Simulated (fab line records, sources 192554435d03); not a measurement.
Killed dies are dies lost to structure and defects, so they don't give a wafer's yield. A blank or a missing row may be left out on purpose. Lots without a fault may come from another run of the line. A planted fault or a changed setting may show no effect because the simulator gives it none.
One fault seen from 2 desks | flow n5_finfet | each desk has only its own numbers; what lay behind them comes last

THE TOOL OWNER'S DESK: implanter-01
The tool's own readings at N5_WELL_APT_IMPLANT_14: means of the sampled wafers that have a number, for each lot that ran on this tool. A lot is out of limits, marked OUT, if its mean lies more than 4 standard deviations from the usual mean; the brackets give that distance.
Columns: A = beam_energy_keV at N5_WELL_APT_IMPLANT_14, usual 160.00
lot  | first seen here | A
L506 | day 2 02:25     | 159.99
L507 | day 2 07:53     | 160.00
L509 | day 2 20:13     | 159.97
L519 | day 5 08:25     | 113.65 (-99 or more) OUT
L520 | day 5 13:54     | 113.66 (-99 or more) OUT
This desk's finding: out of limits on L519, L520; first on L519, day 5 08:25 (beam_energy_keV at N5_WELL_APT_IMPLANT_14). In limits: L506, L507, L509.

THE METROLOGY DESK
What the gauges read, lot by lot, whatever tool the lot ran on: means of the sampled wafers that have a number. A lot is out of limits, marked OUT, if its mean lies more than 4 standard deviations from the usual mean; the brackets give that distance. Of its 13 readings 7 are shown: the one that was out of limits first, and those that lie furthest out on some lot.
Columns: A = NWELL_OVL at N5_WELL_APT_OVL_MEAS_09, usual 5 nm; B = cd_nm at N5_WELL_APT_CD_MEAS_25, usual 199.7 nm; C = DIBL_P at N5_BEOL_M4_RC_MEAS_101, usual 35.9 mV/V; D = IOFF_N at N5_BEOL_M4_RC_MEAS_101, usual 0.149 nA/um; E = IOFF_P at N5_BEOL_M4_RC_MEAS_101, usual 0.205 nA/um; F = RS_NWELL at N5_BEOL_M4_RC_MEAS_101, usual 1037 ohm/sq; G = VT_P at N5_BEOL_M4_RC_MEAS_101, usual -250.1 mV
lot  | first seen here | A  | B     | C    | D     | E     | F              | G
L506 | day 2 01:51     | 8  | 197.5 | 33.7 | 0.129 | 0.200 | 1046           | -248.2
L507 | day 2 07:43     | -5 | 199.3 | 37.5 | 0.182 | 0.241 | 1028           | -248.5
L509 | day 2 19:43     | 9  | 200.0 | 36.8 | 0.157 | 0.217 | 1037           | -247.9
L510 | day 3 01:35     | 13 | 197.5 | 36.3 | 0.136 | 0.190 | 1047           | -250.6
L513 | day 3 19:53     | 1  | 200.8 | 36.0 | 0.156 | 0.189 | 1033           | -251.7
L519 | day 5 07:59     | -2 | 199.4 | 35.8 | 0.152 | 0.192 | 1294 (+33) OUT | -250.9
L520 | day 5 13:43     | -2 | 201.6 | 35.2 | 0.149 | 0.202 | 1286 (+32) OUT | -249.5
L521 | day 5 19:43     | 3  | 201.2 | 37.5 | 0.156 | 0.203 | 1032           | -250.5
L525 | day 6 19:49     | 4  | 200.1 | 36.1 | 0.146 | 0.205 | 1036           | -251.1
L527 | day 7 08:09     | 12 | 198.6 | 34.8 | 0.153 | 0.227 | 1053           | -247.3
This desk's finding: out of limits on L519, L520; first on L519, day 12 23:56 (RS_NWELL at N5_BEOL_M4_RC_MEAS_101). In limits: L506, L507, L509, L510, L513, L521, L525, L527.

PUT TOGETHER
The tool owner's desk could have raised an alarm at day 5 08:25, on L519, L520.
The metrology desk could have raised an alarm at day 12 23:56, on L519, L520.
Of the lots named, all ran N5_WELL_APT_IMPLANT_14 on implanter-01.

WHAT THE SIMULATOR HAD PUT IN
Process parameter drift: implanter-01, from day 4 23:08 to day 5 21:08, at N5_WELL_APT_IMPLANT_14. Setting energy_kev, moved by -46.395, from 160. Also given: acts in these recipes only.
Lots struck among those shown: L519, L520.
Hours from the fault's start to each desk's first reading out of limits: the tool owner's desk, 9; the metrology desk, 193.
